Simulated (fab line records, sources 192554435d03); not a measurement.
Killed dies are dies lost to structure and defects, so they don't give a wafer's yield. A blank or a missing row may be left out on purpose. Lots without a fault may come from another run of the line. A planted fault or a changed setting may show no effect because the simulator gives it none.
Chamber matching | flow n5_finfet | N5_MOL_CONTACT_COAG_ETCH_65 on rie_diel-02: 4 sister chambers
The step etches underlayer in N2/H2, target depth 13 nm, time 10.4 s. 18 wafers are shown with their chamber, then 9 later ones without.

WAFERS WITH THEIR CHAMBER
wafer  | chamber | drypump_motor_current_A (A) | showerhead_plenum_p_Torr (Torr) | throttle_valve_pct (%)
L075.3 | 0       | 5.3                         | 2.60                            | 17.99
L075.5 | 1       | 5.5                         | 2.64                            | 18.08
L075.6 | 0       | 5.3                         | 2.60                            | 18.00
L078.1 | 0       | 5.3                         | 2.60                            | 18.01
L078.3 | 2       | 5.0                         | 2.52                            | 17.87
L078.6 | 3       | 5.8                         | 2.69                            | 17.76
L079.3 | 1       | 5.6                         | 2.64                            | 18.08
L079.5 | 0       | 5.3                         | 2.60                            | 18.01
L079.6 | 3       | 5.8                         | 2.69                            | 17.76
L081.2 | 0       | 5.3                         | 2.60                            | 18.00
L081.4 | 2       | 5.0                         | 2.52                            | 17.90
L081.6 | 0       | 5.3                         | 2.60                            | 18.02
L084.3 | 2       | 5.0                         | 2.52                            | 17.90
L084.4 | 1       | 5.5                         | 2.63                            | 18.10
L084.5 | 3       | 5.8                         | 2.69                            | 17.78
L086.1 | 0       | 5.3                         | 2.59                            | 18.05
L086.2 | 2       | 5.0                         | 2.51                            | 17.92
L086.4 | 3       | 5.8                         | 2.68                            | 17.79

SIGNATURES (means of the wafers above)
reading                  | chamber 0 | chamber 1 | chamber 2 | chamber 3 | scatter within a chamber
drypump_motor_current_A  | 5.300     | 5.533     | 5.000     | 5.800     | 0.0218
showerhead_plenum_p_Torr | 2.5986    | 2.6367    | 2.5175    | 2.6875    | 0.00465
throttle_valve_pct       | 18.0114   | 18.0867   | 17.8975   | 17.7725   | 0.0179
Rule: a wafer's distance from a chamber is the root of the sum, over the readings, of the square of ((its reading less the chamber's mean) divided by the reading's scatter). The wafer belongs to the nearest chamber; if the next one is less than 2 further off, it can't be placed. The scatter: the root of (the sum of the squares of (reading less its chamber's mean) over the shown wafers, divided by (wafers less chambers)).

WAFERS WITHOUT THEIR CHAMBER
wafer  | drypump_motor_current_A (A) | showerhead_plenum_p_Torr (Torr) | throttle_valve_pct (%)
L087.2 | 5.3                         | 2.59                            | 18.03
L087.3 | 5.0                         | 2.51                            | 17.92
L087.6 | 5.3                         | 2.59                            | 18.03
L091.1 | 5.5                         | 2.63                            | 18.13
L091.3 | 5.0                         | 2.51                            | 17.92
L091.4 | 5.3                         | 2.59                            | 18.06
L097.2 | 5.0                         | 2.50                            | 17.95
L097.3 | 5.3                         | 2.58                            | 18.08
L097.6 | 5.5                         | 2.63                            | 18.14

WHICH CHAMBER EACH WENT THROUGH
wafer  | from the rows above | in truth
L087.2 | 0                   | 0
L087.3 | 2                   | 2
L087.6 | 0                   | 0
L091.1 | 1                   | 1
L091.3 | 2                   | 2
L091.4 | 0                   | 0
L097.2 | 2                   | 2
L097.3 | 0                   | 0
L097.6 | 1                   | 1
Placed correctly: 9 of 9. Can't be placed from these rows: 0. Placed wrongly: 0.
